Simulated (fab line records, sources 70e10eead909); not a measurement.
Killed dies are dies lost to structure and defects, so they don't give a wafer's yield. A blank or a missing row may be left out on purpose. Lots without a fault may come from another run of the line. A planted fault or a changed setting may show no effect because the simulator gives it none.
fab line records | flow nand_harc
record lots=5 wafers=15 last_day=31
route steps=1302 shown A_CONTACT@1085 A_BLC@1107
lots that met no fault: from a run of the same line without faults
start_h: hours from the record's first day to the start of the lot's first wafer shown | wait_h: hours since the lot's step before | " the same as in the row above | L1.1+2: a row that stands for several wafers | - no value, or no start given | * or withheld: withheld | < > ~ a bound
route shown NAME@n: a module of which the file shows steps, and the number in the route of the first | usual: mean/standard deviation of fault-free wafers | same: alike in all rows | chamber/n: place in a boat | sites: the reading at each site | _std_site: their standard deviation | _edge_site: outer sites' mean less inner sites' | radius_mm: how far each site lies from the wafer's centre | mask NAME#n: copy n | behind: the tool/chamber that last shaped the wafer | hold: why the lot was held/for how many hours/how that ended | device: the transistor (n, p or np) that didn't switch | end of line: the same wafers' tests at the end of the route | a step without rows: its recipe alone | killed: dies lost to structure and defects at the first sort, not the wafer's yield | map: a wafer's dies, x killed, . not, _ none there
set.NAME: the setting as run; set.NAME@STEP: as run at that earlier step | model.NAME: the simulator's own value behind a step, which no gauge read
lots at some steps of the route; a table a step, a row a wafer
services: from which hour (start_h, from the record's first day; less than 0 if before it) a tool's chamber was out of use, for how many hours, and why
## steps
# step NHARC_A_CONTACT_ETCH_31
# recipe target_depth_a=28000 over_etch_frac=0.3 time_s=728 ion_energy_ev=150 o2_flow_sccm=400 cos_flow_sccm=20 ar_flow_sccm=0 rf_w=500 bias_w=300 chemistry=O2/COS
# usual drypump_motor_current_A=5.75/0.26 oes_product_au=1.001/0.0083 rf_vpp_V=314.0/1.9 showerhead_plenum_p_Torr=3.12/0.12 throttle_valve_pct=28.331/0.0088
# same over_etch_frac=0.3
# columns lot.wafer tool chamber start_h wait_h drypump_motor_current_A oes_product_au rf_hours_counter_h rf_vpp_V showerhead_plenum_p_Torr throttle_valve_pct
L082.2 rie_diel-02 0 - - 6.29 0.991 8 312.2 2.93 28.332
L082.1 " 2 " " 5.64 1.010 8 318.2 3.34 28.322
L082.5 " 0 " " 6.29 0.990 - 314.2 2.93 28.332
L088.3 rie_diel-02 0 - - 6.27 0.996 28 310.0 2.92 28.339
L088.2 " 2 " " 5.65 1.018 27 317.5 3.33 28.349
L088.6 " 0 " " 6.27 0.992 - 311.6 2.92 28.347
L087.2 rie_diel-12 2 - - 5.89 1.001 6 314.6 3.22 28.329
L087.1 " 3 " " 5.83 0.985 3 312.6 3.03 28.322
L087.5 " 1 " " 5.34 1.007 - 314.9 3.24 28.326
L091.1 rie_diel-13 1 - - 5.93 0.992 43 313.6 3.16 28.324
L091.4 " 3 " " 5.92 1.014 50 314.2 3.10 28.327
L091.5 " 0 " " 5.86 0.997 - 314.9 3.18 28.321
L090.4 rie_diel-12 1 - - 5.33 0.999 12 315.1 3.23 28.339
L090.3 " 2 " " 5.88 1.011 11 315.9 3.22 28.336
L090.2 " 0 " " 5.41 1.002 11 309.6 2.91 28.340
# step NHARC_A_CONTACT_ETCH_134
# recipe source_w=withheld pressure_mtorr=20 bias_v=withheld time_s=140 target_depth_a=7000 ar_flow_sccm=withheld c4f8_flow_sccm=withheld o2_flow_sccm=withheld chemistry=C4F8/O2/Ar
# columns lot.wafer tool chamber start_h wait_h rf_hours_counter_h
L082.2 har_cap_etch-03 1 607.64 - 60
L082.1 " 0 " " 60
L082.5 " 1 " " -
L088.2 har_cap_etch-03 1 656.85 - 70
L088.3 " 0 " " -
L088.6 " 1 " " -
L087.1 har_cap_etch-01 1 657.85 - 28
L087.2 " 0 " " 28
L087.5 " 1 " " -
L091.1 har_cap_etch-02 0 679.11 - 117
L091.4 " 0 " " -
L091.5 " 0 " " -
L090.2 har_cap_etch-02 1 695.43 - 120
L090.3 " 0 " " -
L090.4 " 1 " " -
# step NHARC_A_CONTACT_ETCH_135
# recipe source_w=withheld pressure_mtorr=20 bias_v=1200 time_s=311 target_depth_a=19120 ar_flow_sccm=withheld c4f8_flow_sccm=withheld o2_flow_sccm=withheld chemistry=C4F8/O2/Ar
# columns lot.wafer tool chamber start_h wait_h rf_hours_counter_h
L082.2 har_cap_etch-03 1 607.84 0.2 60
L082.1 " 0 " " 60
L082.5 " 1 " " -
L088.2 har_cap_etch-03 1 657.04 0.2 70
L088.3 " 0 " " -
L088.6 " 1 " " -
L087.1 har_cap_etch-01 1 658.05 0.2 28
L087.2 " 0 " " 28
L087.5 " 1 " " -
L091.1 har_cap_etch-02 0 679.32 0.2 117
L091.4 " 0 " " -
L091.5 " 0 " " -
L090.2 har_cap_etch-02 1 695.64 0.2 120
L090.3 " 0 " " -
L090.4 " 1 " " -
# step NHARC_A_CONTACT_ETCH_136
# recipe source_w=withheld pressure_mtorr=20 bias_v=1200 time_s=311 target_depth_a=19120 ar_flow_sccm=withheld c4f8_flow_sccm=withheld o2_flow_sccm=withheld chemistry=C4F8/O2/Ar
# columns lot.wafer tool chamber start_h wait_h rf_hours_counter_h
L082.2 har_cap_etch-03 1 608.11 0.2 60
L082.1 " 0 " " 60
L082.5 " 1 " " -
L088.2 har_cap_etch-03 1 657.32 0.2 70
L088.3 " 0 " " -
L088.6 " 1 " " -
L087.1 har_cap_etch-01 1 658.32 0.2 29
L087.2 " 0 " " 29
L087.5 " 1 " " -
L091.1 har_cap_etch-02 0 679.59 0.2 117
L091.4 " 0 " " -
L091.5 " 0 " " -
L090.2 har_cap_etch-02 1 695.91 0.2 120
L090.3 " 0 " " -
L090.4 " 1 " " -
# step NHARC_A_CONTACT_ETCH_137
# recipe source_w=withheld pressure_mtorr=20 bias_v=1200 time_s=311 target_depth_a=19120 ar_flow_sccm=withheld c4f8_flow_sccm=withheld o2_flow_sccm=withheld chemistry=C4F8/O2/Ar
# columns lot.wafer tool chamber start_h wait_h rf_hours_counter_h
L082.2 har_cap_etch-03 1 608.39 0.2 61
L082.1 " 0 " " 61
L082.5 " 1 " " -
L088.2 har_cap_etch-03 1 657.59 0.2 70
L088.3 " 0 " " -
L088.6 " 1 " " -
L087.1 har_cap_etch-01 1 658.60 0.2 29
L087.2 " 0 " " 29
L087.5 " 1 " " -
L091.1 har_cap_etch-02 0 679.86 0.2 117
L091.4 " 0 " " -
L091.5 " 0 " " -
L090.2 har_cap_etch-02 1 696.17 0.2 121
L090.3 " 0 " " -
L090.4 " 1 " " -
# step NHARC_A_CONTACT_ETCH_138
# recipe source_w=withheld pressure_mtorr=20 bias_v=1200 time_s=311 target_depth_a=19140 ar_flow_sccm=withheld c4f8_flow_sccm=withheld o2_flow_sccm=withheld chemistry=C4F8/O2/Ar
# columns lot.wafer tool chamber start_h wait_h rf_hours_counter_h
L082.2 har_cap_etch-03 1 608.66 0.2 61
L082.1 " 0 " " 61
L082.5 " 1 " " -
L088.2 har_cap_etch-03 1 657.86 0.2 71
L088.3 " 0 " " -
L088.6 " 1 " " -
L087.1 har_cap_etch-01 1 658.87 0.2 29
L087.2 " 0 " " 29
L087.5 " 1 " " -
L091.1 har_cap_etch-02 0 680.13 0.2 118
L091.4 " 0 " " -
L091.5 " 0 " " -
L090.2 har_cap_etch-02 1 696.45 0.2 121
L090.3 " 0 " " -
L090.4 " 1 " " -
# step NHARC_A_CONTACT_ETCH_139
# recipe source_w=withheld pressure_mtorr=20 bias_v=400 time_s=195 target_depth_a=8400 ar_flow_sccm=withheld c4f8_flow_sccm=11.5 o2_flow_sccm=7.2 chemistry=C4F8/O2/Ar
# columns lot.wafer tool chamber start_h wait_h rf_hours_counter_h
L082.2 har_cap_etch-03 1 608.93 0.2 61
L082.1 " 0 " " 61
L082.5 " 1 " " -
L088.2 har_cap_etch-03 1 658.13 0.2 71
L088.3 " 0 " " -
L088.6 " 1 " " -
L087.1 har_cap_etch-01 1 659.14 0.2 30
L087.2 " 0 " " 30
L087.5 " 1 " " -
L091.1 har_cap_etch-02 0 680.40 0.2 118
L091.4 " 0 " " -
L091.5 " 0 " " -
L090.2 har_cap_etch-02 1 696.71 0.2 121
L090.3 " 0 " " -
L090.4 " 1 " " -
# step NHARC_A_CONTACT_ETCH_92
# recipe target_depth_a=400 over_etch_frac=0.5 time_s=85.7 ion_energy_ev=120 ch3f_flow_sccm=50 o2_flow_sccm=30 ar_flow_sccm=200 rf_w=500 bias_w=100 chemistry=CH3F/O2
# usual drypump_motor_current_A=5.68/0.27 oes_product_au=0.939/0.027 rf_vpp_V=244.3/1.6 showerhead_plenum_p_Torr=2.45/0.1 throttle_valve_pct=20.663/0.0094
# same over_etch_frac=0.5
# columns lot.wafer tool chamber start_h wait_h drypump_motor_current_A oes_product_au rf_hours_counter_h rf_vpp_V showerhead_plenum_p_Torr throttle_valve_pct
L082.2 rie_diel-12 0 609.49 0.5 5.38 0.930 25 241.7 2.29 20.656
L082.1 " 3 " " 5.82 0.920 29 244.5 2.38 20.659
L082.5 " 1 " " 5.35 0.917 - 244.9 2.56 20.666
L088.3 rie_diel-12 1 658.69 0.4 5.35 0.945 6 246.0 2.55 20.669
L088.2 " 2 " " 5.91 0.932 7 246.7 2.54 20.655
L088.6 " 1 " " 5.35 0.927 - 246.4 2.55 20.684
L087.1 rie_diel-13 2 659.71 0.5 5.78 0.934 40 242.2 2.34 20.652
L087.2 " 0 " " 5.85 0.928 40 243.9 2.51 20.653
L087.5 " 1 " " 5.91 0.919 - 244.3 2.50 20.662
L091.4 rie_diel-13 0 680.91 0.4 5.85 0.946 45 244.9 2.50 20.664
L091.1 " 2 " " 5.82 0.945 47 242.3 2.34 20.656
L091.5 " 0 " " 5.86 0.935 - 245.9 2.50 20.651
L090.2 rie_diel-12 1 697.23 0.5 5.33 0.925 12 244.9 2.55 20.674
L090.4 " 3 " " 5.83 0.916 8 245.1 2.38 20.661
L090.3 " 0 " " 5.35 0.936 12 242.0 2.28 20.668
# step NHARC_A_CONTACT_ETCH_98
# recipe target_depth_a=200 over_etch_frac=0.5 time_s=10 ion_energy_ev=250 c4f6_flow_sccm=25 o2_flow_sccm=20 ar_flow_sccm=500 rf_w=600 bias_w=500 chemistry=C4F6/O2
# usual drypump_motor_current_A=5.69/0.26 oes_product_au=0.959/0.021 rf_vpp_V=547/3.3 showerhead_plenum_p_Torr=3.91/0.15 throttle_valve_pct=26.902/0.0084
# same over_etch_frac=0.5
# columns lot.wafer tool chamber start_h wait_h drypump_motor_current_A oes_product_au rf_hours_counter_h rf_vpp_V showerhead_plenum_p_Torr throttle_valve_pct
L082.1 rie_diel-12 2 - - 5.88 0.936 30 550 4.05 26.906
L082.2 " 1 " " 5.36 0.948 31 550 4.07 26.899
L082.5 " 2 " " 5.90 0.935 - 549 4.05 26.911
L088.3 rie_diel-12 1 - - 5.37 0.951 6 550 4.06 26.898
L088.2 " 2 " " 5.91 0.952 7 551 4.04 26.904
L088.6 " 1 " " 5.36 0.953 - 549 4.06 26.908
L087.2 rie_diel-13 3 - - 5.93 0.966 45 547 3.90 26.908
L087.1 " 0 " " 5.87 0.955 40 546 3.99 26.909
L087.5 " 3 " " 5.95 0.960 - 545 3.90 26.907
L091.4 rie_diel-13 2 - - 5.80 0.978 47 544 3.74 26.901
L091.1 " 0 " " 5.89 0.972 45 548 3.99 26.904
L091.5 " 2 " " 5.79 0.967 - 542 3.74 26.887
L090.3 rie_diel-12 1 - - 5.38 0.942 12 550 4.06 26.886
L090.2 " 3 " " 5.84 0.933 8 544 3.80 26.895
L090.4 " 0 " " 5.42 0.955 12 542 3.66 26.904
# step NHARC_A_CONTACT_CD_MEAS_15
# usual cd_nm=189.7/0.7
# columns lot.wafer tool chamber start_h wait_h cd_nm
L082.1 cd_sem-03 - 609.70 - 189.3
L082.2 " - " " 190.1
L082.5 " - " " 189.7
L088.2 cd_sem-02 - 658.91 - 188.7
L088.3 " - " " 189.0
L088.6 " - " " 189.1
L087.1 cd_sem-01 - 659.98 - 189.8
L087.2 " - " " 189.9
L087.5 " - " " 189.6
L091.1 cd_sem-02 - 681.20 - 189.8
L091.4 " - " " 190.8
L091.5 " - " " 191.0
L090.2 cd_sem-02 - 697.45 - 190.1
L090.3 " - " " 189.6
L090.4 " - " " 189.8
# step NHARC_A_CONTACT_STRIP_107
# recipe n2_flow_sccm=150 h2_flow_sccm=150 ar_flow_sccm=0 bias_w=0 chemistry=N2/H2
# columns lot.wafer tool chamber start_h wait_h
L082.1+2+5 rie_diel-12 0,1,0 609.79 0.1
L088.3+2+6 rie_diel-12 1,2,0 659.00 0.1
L087.1+2+5 rie_diel-12 2,3,2 660.06 0.1
L091.4+1+5 rie_diel-13 3,2,3 681.27 0.1
L090.2+4+3 rie_diel-12 0,1,3 697.52 0.1
# step NHARC_A_CONTACT_STRIP_108
# recipe cf4_flow_sccm=100 chf3_flow_sccm=30 ar_flow_sccm=0 bias_w=0 chemistry=CF4/CHF3
# columns lot.wafer tool chamber start_h wait_h
L082.1+2+5 rie_diel-12 3,0,2 609.95 0.2
L088.3+2+6 rie_diel-12 2,3,1 659.08 0.1
L087.1+2+5 rie_diel-12 2,3,1 660.16 0.1
L091.1+4+5 rie_diel-13 0,2,3 681.39 0.1
L090.2+3+4 rie_diel-12 3,0,1 697.62 0.1
# step NHARC_A_CONTACT_STRIP_109
# recipe o2_flow_sccm=400 cos_flow_sccm=20 ar_flow_sccm=0 bias_w=0 chemistry=O2/COS
# columns lot.wafer tool chamber start_h wait_h
L082.2+1+5 rie_diel-12 2,1,2 610.01 0.1
L088.3+2+6 rie_diel-12 0,1,1 659.14 0.1
L087.2+1+5 rie_diel-12 2,3,0 660.22 0.1
L091.4+1+5 rie_diel-13 3,0,2 681.48 0.1
L090.2+3+4 rie_diel-12 1,2,0 697.67 0.1
# step NHARC_A_CONTACT_ETCH_110
# recipe target_depth_a=600 overetch_a=60 time_s=33 ion_energy_ev=100 cf4_flow_sccm=80 o2_flow_sccm=20 ar_flow_sccm=0 rf_w=300 bias_w=100 chemistry=CF4/O2
# usual drypump_motor_current_A=5.67/0.3 oes_product_au=1.002/0.0082 rf_vpp_V=197.9/1.4 showerhead_plenum_p_Torr=1.34/0.057 throttle_valve_pct=13.396/0.0087
# columns lot.wafer tool chamber start_h wait_h drypump_motor_current_A oes_product_au rf_hours_counter_h rf_vpp_V showerhead_plenum_p_Torr throttle_valve_pct
L082.1 rie_diel-12 2 610.07 0.0 5.89 1.000 30 197.4 1.38 13.393
L082.2 " 1 " " 5.33 1.007 31 199.5 1.39 13.396
L082.5 " 3 " " 5.82 0.987 - 195.6 1.29 13.392
L088.3 rie_diel-12 1 659.21 0.1 5.36 1.014 6 198.6 1.39 13.387
L088.2 " 2 " " 5.87 1.015 7 198.6 1.38 13.391
L088.6 " 3 " " 5.86 0.995 - 196.9 1.29 13.397
L087.2 rie_diel-12 3 660.28 0.1 5.85 0.984 4 197.7 1.29 13.401
L087.1 " 0 " " 5.41 1.000 6 196.4 1.24 13.403
L087.5 " 1 " " 5.34 1.004 - 200.5 1.39 13.398
L091.1 rie_diel-13 2 681.55 0.1 5.77 0.997 47 197.2 1.27 13.389
L091.4 " 3 " " 5.93 1.013 50 196.5 1.32 13.405
L091.5 " 1 " " 5.93 0.998 - 198.0 1.35 13.397
L090.2 rie_diel-12 1 697.74 0.1 5.35 0.996 12 199.2 1.38 13.392
L090.4 " 2 " " 5.89 1.000 12 197.3 1.38 13.412
L090.3 " 3 " " 5.84 0.989 8 196.6 1.29 13.402
# step NHARC_A_CONTACT_STRIP_26
# recipe o2_flow_sccm=500 ar_flow_sccm=0 bias_w=0 chemistry=O2
# usual drypump_motor_current_A=5.70/0.3 oes_product_au=1.001/0.0081 rf_vpp_V=57.6/0.86 showerhead_plenum_p_Torr=3.53/0.15 throttle_valve_pct=17.036/0.0094
# columns lot.wafer tool chamber start_h wait_h drypump_motor_current_A oes_product_au rf_hours_counter_h rf_vpp_V showerhead_plenum_p_Torr throttle_valve_pct
L082.2 rie_diel-12 2 - - 5.90 0.991 30 57.7 3.64 17.035
L082.1 " 0 " " 5.36 1.004 26 56.9 3.29 17.047
L082.5 " 2 " " 5.89 0.989 - 58.3 3.64 17.038
L088.3 rie_diel-12 0 - - 5.41 1.004 6 55.8 3.29 17.046
L088.2 " 1 " " 5.38 1.012 6 58.1 3.66 17.038
L088.6 " 3 " " 5.85 0.987 - 58.2 3.42 17.016
L087.2 rie_diel-12 0 - - 5.38 0.994 6 56.6 3.29 17.052
L087.1 " 3 " " 5.85 1.003 4 56.8 3.42 17.041
L087.5 " 0 " " 5.35 1.013 - 56.2 3.29 17.036
L091.1 rie_diel-13 3 - - 5.93 1.018 50 57.3 3.50 17.024
L091.4 " 0 " " 5.87 1.003 45 57.4 3.59 17.035
L091.5 " 3 " " 5.94 1.015 - 57.8 3.50 17.036
L090.4 rie_diel-12 1 - - 5.36 0.999 12 59.1 3.65 17.034
L090.3 " 2 " " 5.90 1.008 12 57.8 3.63 17.039
L090.2 " 0 " " 5.40 1.006 12 57.7 3.29 17.033
# step NHARC_A_CONTACT_STRIP_27
# recipe time_s=600 temp_c=30 chemistry=post_etch_residue_remover
# columns lot.wafer tool chamber start_h wait_h
L082.5+1+2 wet_bench-09 0,1,3 610.45 -
L088.3+2+6 wet_bench-02 5,7,0 659.59 -
L087.5+1+2 wet_bench-04 3,4,6 660.66 -
L091.1+4+5 wet_bench-02 5,7,1 681.95 -
L090.3+4+2 wet_bench-04 4,5,6 698.12 -
# step NHARC_A_CONTACT_ALD_18
# recipe target_thk_a=30 pulse_time_s=1 ald_cycles=150 temp_c=450 material=TiN
# usual heater_power_w=1095/110 precursor_pulse_height_rel=1.000/0.019 susceptor_temp_C=450.00/0.24
# same ald_cycles=150
# columns lot.wafer tool chamber start_h wait_h heater_power_w precursor_pulse_height_rel susceptor_temp_C
L082.2 ald_metal-03 2 610.71 - 1177 1.006 450.04
L082.1 " 1 " " 1034 0.972 449.86
L082.5 " 3 " " 1091 1.009 450.22
L088.2 ald_metal-01 1 659.84 - 1045 0.992 -
L088.3 " 2 " " 939 0.999 -
L088.6 " 2 " " 930 1.005 -
L087.1 ald_metal-03 2 660.93 - 1182 1.010 449.67
L087.2 " 1 " " 994 0.998 449.88
L087.5 " 2 " " 1180 1.010 449.65
L091.4 ald_metal-04 2 682.22 - 1293 0.964 449.59
L091.1 " 3 " " 1267 0.998 450.22
L091.5 " 2 " " 1275 1.020 449.73
L090.4 ald_metal-03 3 698.39 - 1113 1.021 449.89
L090.3 " 0 " " 1137 0.984 450.12
L090.2 " 1 " " 1005 1.005 450.20
# step NHARC_A_CONTACT_CVD_19
# recipe target_thk_a=3000 temp_c=300 pressure_torr=40 wf6_flow_sccm=40 h2_flow_sccm=1600 ar_flow_sccm=1560 time_s=802 material=W
# usual heater_power_w=448/47 susceptor_temp_C=299.97/0.21 throttle_valve_pct=8.17/0.23
# columns lot.wafer tool chamber start_h wait_h heater_power_w susceptor_temp_C throttle_valve_pct
L082.1 cvd_w-02 1 - - 529 299.91 8.34
L082.2 " 0 " " 415 299.88 8.41
L082.5 " 0 " " 427 299.57 8.70
L088.2 cvd_w-02 0 - - 406 300.02 8.22
L088.3 " 0 " " 400 299.78 8.26
L088.6 " 1 " " 518 300.12 7.75
L087.1 cvd_w-02 1 - - 512 300.06 7.69
L087.2 " 0 " " 409 299.82 8.03
L087.5 " 0 " " 421 299.90 8.03
L091.1 cvd_w-01 1 - - 426 299.68 8.15
L091.4 " 0 " " 433 300.40 8.48
L091.5 " 1 " " 419 299.91 7.98
L090.2 cvd_w-01 0 - - 431 - 8.26
L090.4 " 0 " " 430 - 8.40
L090.3 " 1 " " 418 - 7.82
# step NHARC_A_CONTACT_CMP_20
# recipe t_overpolish_s=30 target_thk_nm=300
# usual motor_current_A=11.6/1.3 overpolish_run_s=30.001/0.0093 time_to_endpoint_s=60/3.4
# columns lot.wafer tool chamber start_h wait_h motor_current_A overpolish_run_s time_to_endpoint_s
L082.1 cmp-04 1 611.82 0.8 12.5 30.006 69
L082.2 " 2 " " 10.3 30.012 69
L082.5 " 1 " " 12.5 29.993 67
L088.2 cmp-04 1 660.94 0.6 12.2 30.012 65
L088.3 " 2 " " 10.8 30.010 61
L088.6 " 1 " " 11.9 30.000 64
L087.1 cmp-04 1 662.04 0.8 11.8 30.008 64
L087.2 " 2 " " 10.4 30.008 59
L087.5 " 1 " " 12.3 30.008 64
L091.4 cmp-02 3 683.37 0.6 10.0 30.016 57
L091.1 " 0 " " 10.0 29.996 57
L091.5 " 1 " " 11.8 30.004 58
L090.3 cmp-01 0 699.46 0.4 13.7 30.008 57
L090.2 " 1 " " 12.7 29.998 58
L090.4 " 3 " " 9.7 29.991 54
# step NHARC_A_CONTACT_SRD_22
# columns lot.wafer tool chamber start_h wait_h
L082.2+5+1 wet_bench-02 6,7,1 612.12 0.0
L088.2+3+6 wet_bench-02 1,2,3 661.28 0.1
L087.2+1+5 wet_bench-04 7,0,3 662.34 0.0
L091.5+4+1 wet_bench-02 2,3,6 683.64 0.0
L090.3+2+4 wet_bench-02 0,1,2 699.80 0.1
# step NHARC_A_CONTACT_INSPECT_23
# usual raw_defect_count=573/140
# columns lot.wafer tool chamber start_h wait_h raw_defect_count
L082.1 defect_inspect-01 - 612.20 0.1 602
L082.2 " - " " 588
L082.5 " - " " 536
L088.2 defect_inspect-01 - 661.35 0.1 552
L088.3 " - " " 578
L088.6 " - " " 567
L087.1 defect_inspect-02 - 662.44 0.1 448
L087.2 " - " " 631
L087.5 " - " " 588
L091.1 defect_inspect-02 - 683.72 0.1 816
L091.4 " - " " 483
L091.5 " - " " 625
L090.2 defect_inspect-01 - 699.89 0.1 819
L090.3 " - " " 863
L090.4 " - " " 577
# step NHARC_A_BLC_DEHYDRATE_00
# recipe temp_c=150 time_s=120
# columns lot.wafer tool chamber start_h wait_h
L082.1+2+5 litho_track-06 0 612.26 0.1
L088.2+3+6 litho_track-01 0 661.40 0.1
L087.1+2+5 litho_track-06 0 662.50 0.1
L091.1+4+5 litho_track-06 0 683.78 0.1
L090.2+3+4 litho_track-01 0 699.94 0.1
# step NHARC_A_BLC_HMDS_01
# recipe time_s=30
# columns lot.wafer tool chamber start_h wait_h
L082.1+2+5 litho_track-06 0 - -
L088.2+3+6 litho_track-01 0 - -
L087.1+2+5 litho_track-06 0 - -
L091.1+4+5 litho_track-06 0 - -
L090.2+3+4 litho_track-01 0 - -
# step NHARC_A_BLC_COAT_02
# recipe temp_c=260 time_s=75
# columns lot.wafer tool chamber start_h wait_h
L082.1+2+5 litho_track-06 0 - -
L088.2+3+6 litho_track-01 0 - -
L087.1+2+5 litho_track-06 0 - -
L091.1+4+5 litho_track-06 0 - -
L090.2+3+4 litho_track-01 0 - -
# step NHARC_A_BLC_COAT_03
# recipe temp_c=225 time_s=65
# columns lot.wafer tool chamber start_h wait_h
L082.1+2+5 litho_track-06 0 - -
L088.2+3+6 litho_track-01 0 - -
L087.1+2+5 litho_track-06 0 - -
L091.1+4+5 litho_track-06 0 - -
L090.2+3+4 litho_track-01 0 - -
# step NHARC_A_BLC_COAT_04
# recipe spin_rpm=1500 resist_thk_nm=90
# columns lot.wafer tool chamber start_h wait_h
L082.1+2+5 litho_track-06 0 - -
L088.2+3+6 litho_track-01 0 - -
L087.1+2+5 litho_track-06 0 - -
L091.1+4+5 litho_track-06 0 - -
L090.2+3+4 litho_track-01 0 - -
# step NHARC_A_BLC_SOFTBAKE_05
# recipe temp_c=105 time_s=55
# columns lot.wafer tool chamber start_h wait_h
L082.1+2+5 litho_track-06 0 - -
L088.2+3+6 litho_track-01 0 - -
L087.1+2+5 litho_track-06 0 - -
L091.1+4+5 litho_track-06 0 - -
L090.2+3+4 litho_track-01 0 - -
# step NHARC_A_BLC_EBR_06
# columns lot.wafer tool chamber start_h wait_h
L082.1+2+5 litho_track-06 0 - -
L088.2+3+6 litho_track-01 0 - -
L087.1+2+5 litho_track-06 0 - -
L091.1+4+5 litho_track-06 0 - -
L090.2+3+4 litho_track-01 0 - -
# step NHARC_A_BLC_EXPOSE_07
# recipe na=1.35 target_cd_nm=100 dose_mj=67.97 mask_id=A_BLC
# columns lot.wafer tool chamber start_h wait_h mask
L082.1+2+5 arfi_scanner-01 0 612.56 - A_BLC#0
L088.2+3+6 arfi_scanner-01 0 661.72 - A_BLC#0
L087.1+2+5 arfi_scanner-01 0 662.68 - A_BLC#0
L091.1+4+5 arfi_scanner-02 0 684.09 - A_BLC#0
L090.2+3+4 arfi_scanner-03 0 700.26 - A_BLC#0
# step NHARC_A_BLC_PEB_08
# recipe peb_temp_c=100 peb_time_s=65
# columns lot.wafer tool chamber start_h wait_h
L082.1+2+5 litho_track-04 0 612.62 0.1
L088.2+3+6 litho_track-06 0 661.77 0.1
L087.1+2+5 litho_track-04 0 662.74 0.1
L091.1+4+5 litho_track-04 0 684.15 0.1
L090.2+3+4 litho_track-04 0 700.32 0.1
# step NHARC_A_BLC_DEVELOP_09
# recipe develop_time_s=35 dev_temp_c=23
# columns lot.wafer tool chamber start_h wait_h
L082.1+2+5 litho_track-04 0 - -
L088.2+3+6 litho_track-06 0 - -
L087.1+2+5 litho_track-04 0 - -
L091.1+4+5 litho_track-04 0 - -
L090.2+3+4 litho_track-04 0 - -
# step NHARC_A_BLC_CD_MEAS_10
# recipe target_cd_nm=100 landing_energy_ev=500
# usual cd_nm=99.7/0.56
# columns lot.wafer tool chamber start_h wait_h cd_nm
L082.1 cd_sem-03 0 612.70 - 99.6
L082.2 " 0 " " 100.2
L082.5 " 0 " " 100.3
L088.2 cd_sem-01 0 661.86 - 100.5
L088.3 " 0 " " 99.9
L088.6 " 0 " " 100.5
L087.1 cd_sem-01 0 662.82 - 100.2
L087.2 " 0 " " 99.5
L087.5 " 0 " " 100.1
L091.1 cd_sem-02 0 684.23 - 100.2
L091.4 " 0 " " 99.8
L091.5 " 0 " " 99.5
L090.2 cd_sem-01 0 700.40 - 99.1
L090.3 " 0 " " 99.2
L090.4 " 0 " " 100.1
# step NHARC_A_BLC_OVL_MEAS_11
# usual overlay_x_nm=0.2/0.86 overlay_y_nm=-0.1/0.94
# columns lot.wafer tool chamber start_h wait_h overlay_x_nm overlay_y_nm
L082.1 overlay-02 - 612.79 - 0.4 1.6
L082.2 " - " " 0.5 0.9
L082.5 " - " " 0.6 1.1
L088.2 overlay-02 - 661.94 - 0.0 -0.8
L088.3 " - " " 0.0 -0.9
L088.6 " - " " 0.6 -1.3
L087.1 overlay-01 - 662.92 - -1.3 0.6
L087.2 " - " " -0.5 0.8
L087.5 " - " " -1.3 0.5
L091.1 overlay-01 - 684.32 - 0.8 0.0
L091.4 " - " " 0.9 -0.2
L091.5 " - " " 0.7 0.2
L090.2 overlay-01 - 700.49 - 1.8 -1.2
L090.3 " - " " 1.8 -1.2
L090.4 " - " " 1.3 -1.2
# step NHARC_A_BLC_INSPECT_12
# usual raw_defect_count=85/36
# columns lot.wafer tool chamber start_h wait_h raw_defect_count
L082.1 defect_inspect-02 - 612.83 0.0 150
L082.2 " - " " 123
L082.5 " - " " 155
L088.2 defect_inspect-01 - 661.98 0.0 37
L088.3 " - " " 42
L088.6 " - " " 28
L087.1 defect_inspect-02 - 662.96 0.0 109
L087.2 " - " " 103
L087.5 " - " " 122
L091.1 defect_inspect-01 - 684.35 0.0 124
L091.4 " - " " 113
L091.5 " - " " 116
L090.2 defect_inspect-02 - 700.52 0.0 109
L090.3 " - " " 109
L090.4 " - " " 95
# step NHARC_A_BLC_DESCUM_15
# recipe time_s=3 o2_flow_sccm=200 ar_flow_sccm=0 bias_power_w=0 chemistry=O2
# usual drypump_motor_current_A=5.7/0.42 oes_product_au=1.001/0.0096 rf_vpp_V=57.7/0.91 showerhead_plenum_p_Torr=1.89/0.099 throttle_valve_pct=11.313/0.009
# columns lot.wafer tool chamber start_h wait_h drypump_motor_current_A oes_product_au rf_hours_counter_h rf_vpp_V showerhead_plenum_p_Torr throttle_valve_pct
L082.2 rie_diel-04 1 612.89 0.1 6.6 1.020 5 55.7 1.77 11.315
L082.1 " 2 " " 5.8 1.009 6 57.9 1.79 11.311
L082.5 " 2 " " 5.8 0.997 - 57.0 1.79 11.320
L088.3 rie_diel-09 0 662.04 0.1 6.2 0.989 52 59.5 2.02 11.311
L088.2 " 2 " " 6.3 0.996 59 59.8 1.96 11.314
L088.6 " 1 " " 5.5 1.000 - 57.2 1.91 11.306
L087.2 rie_diel-04 1 663.02 0.1 6.5 1.014 6 57.2 1.77 11.310
L087.1 " 0 " " 5.3 0.982 9 57.8 1.77 11.315
L087.5 " 1 " " 6.5 1.005 - 57.5 1.77 11.311
L091.4 rie_diel-11 0 684.42 0.1 5.6 1.013 4 56.7 1.91 11.317
L091.1 " 2 " " 5.3 1.002 4 57.8 1.93 11.320
L091.5 " 3 " " 5.8 1.000 - 57.8 2.04 11.329
L090.3 rie_diel-11 0 700.58 0.1 5.7 1.003 7 58.4 1.91 11.314
L090.2 " 1 " " 5.6 0.997 7 58.5 2.04 11.319
L090.4 " 2 " " 5.3 1.005 7 56.8 1.92 11.323
## services
# columns tool chamber start_h hours kind
arfi_scanner-01 - 596.00 4.0 pm
wet_bench-02 - 596.11 8.0 pm
cmp-04 - 600.78 1.7 repair
cmp-04 - 608.54 2.7 repair
rie_diel-11 - 609.50 9.0 pm
cvd_w-01 - 617.31 1.4 repair
rie_diel-04 1 618.33 43.9 repair
cvd_w-02 1 619.44 3.2 repair
arfi_scanner-01 - 621.67 0.5 repair
rie_diel-12 - 622.48 9.0 pm
cmp-04 - 629.68 1.5 repair
cvd_w-02 - 631.00 13.0 pm
cmp-04 - 644.19 9.6 repair
rie_diel-04 0 651.43 3.7 repair
rie_diel-13 0 653.55 4.0 repair
rie_diel-02 - 663.47 0.3 repair
rie_diel-12 - 669.03 5.1 repair
litho_track-01 - 680.00 7.0 pm
wet_bench-04 - 683.57 1.6 repair
cvd_w-02 1 687.02 17.0 repair
rie_diel-13 2 687.26 5.3 repair
cvd_w-02 - 687.49 1.2 repair
rie_diel-13 - 696.58 9.0 pm
cmp-04 - 700.43 4.0 pm
## key
fault none
